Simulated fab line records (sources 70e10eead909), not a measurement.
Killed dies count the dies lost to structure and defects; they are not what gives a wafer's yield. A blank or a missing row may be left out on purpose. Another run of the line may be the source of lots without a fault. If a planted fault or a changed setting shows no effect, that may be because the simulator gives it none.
Comparing a struck lot with a sound one :: flow nand harc :: 17 steps out of a route of 1159
Sound: these wafers, L404.1, L404.2, L404.5. Wafers L403.3, L403.4, L403.5 were the ones struck. The cause comes at the end.
Each step with rows lists, per side, the tool, then ch with its chambers, then its first start. Under that, the readings that differ: sound wafers :: struck wafers :: difference of the means :: sigmas: that difference in standard deviations of wafers without a fault.
alike: a reading whose means differ by less than 2 such deviations, as well as words and numbers matching on both sides. not compared: withheld readings; readings where some wafer has no value; bounds like >300 that might hide an equal value; numbers whose values overlap and for which the record gives no deviation.
The two part at a step that has a row with sigmas, a row that says differs or no value, or rows on one side only. Non-overlapping numbers with no deviation appear without sigmas and do not part them. Lack of a reading on every wafer of one side parts them only where that side has two or more wafers.

NHARC_A_WL_FILL_INSPECT_15:
  sound: defect inspect-02 at day 16 08:08; struck: defect inspect-02 at day 16 08:11
  alike: raw defect count
NHARC_A_CONTACT_DEP_24: deposits SiO2, target thk 500 nm.
  sound on pecvd-03 ch 0,2, day 16 08:16; struck on pecvd-02 ch 0,1, day 16 08:23
  alike: heater power w, mfc precursor sccm, throttle valve pct
NHARC_A_CONTACT_DEP_28: deposits aC, target thk 3600 nm.
  sound on acl dep-01 ch 0, day 16 09:47; struck on acl dep-03 ch 0, day 16 10:36
  alike: throttle valve pct
NHARC_A_CONTACT_DEP_29: deposits SiON, target thk 70 nm.
  sound on pecvd-03 ch 0,2, day 16 12:02; struck on pecvd-04 ch 0,1,2, day 16 12:11
  alike: heater power w
then, 7 steps without rows for these wafers: NHARC_A_CONTACT_DEHYDRATE_32 (time 120 s); NHARC_A_CONTACT_HMDS_33 (time 30 s); NHARC_A_CONTACT_COAT_34 (time 75 s); NHARC_A_CONTACT_COAT_35 (time 65 s); NHARC_A_CONTACT_COAT_36 (resist thk 90 nm); NHARC_A_CONTACT_SOFTBAKE_37 (time 55 s); NHARC_A_CONTACT_EBR_38.
NHARC_A_CONTACT_EXPOSE_39: exposes mask A CC 3.
  sound on arfi scanner-03 ch 0, day 16 12:29; struck on arfi scanner-03 ch 0, day 16 12:39
reading: model.A_CONTACT.overlay x nm (nm)
sound: 0.6501 0.6501 0.6501
struck: 6.051 6.051 6.051
difference: +5.401
sigmas: 
  alike: mask
then, 2 steps without rows for these wafers: NHARC_A_CONTACT_PEB_40 (peb time 65 s); NHARC_A_CONTACT_DEVELOP_41 (develop time 35 s).
NHARC_A_CONTACT_CD_MEAS_42: target cd 200 nm.
  sound on cd sem-03 ch 0, day 16 12:38; struck on cd sem-03 ch 0, day 16 12:47
  alike: cd nm
NHARC_A_CONTACT_OVL_MEAS_43:
  sound: overlay-01 at day 16 12:43; struck: overlay-02 at day 16 12:52
reading: overlay x nm (nm)
sound: -0.1 0.3 0.3
struck: 6.1 5.8 6.1
difference: +5.8
sigmas: +9
  alike: overlay y nm
NHARC_A_CONTACT_INSPECT_44:
  sound: defect inspect-01 at day 16 12:46; struck: defect inspect-02 at day 16 12:55
  alike: raw defect count

## WHERE THEY PART
NHARC_A_CONTACT_OVL_MEAS_43 only, going by this record. Later steps at which nothing parts them and some readings are alike: NHARC_A_CONTACT_INSPECT_44.

WHY: what the simulator had put in
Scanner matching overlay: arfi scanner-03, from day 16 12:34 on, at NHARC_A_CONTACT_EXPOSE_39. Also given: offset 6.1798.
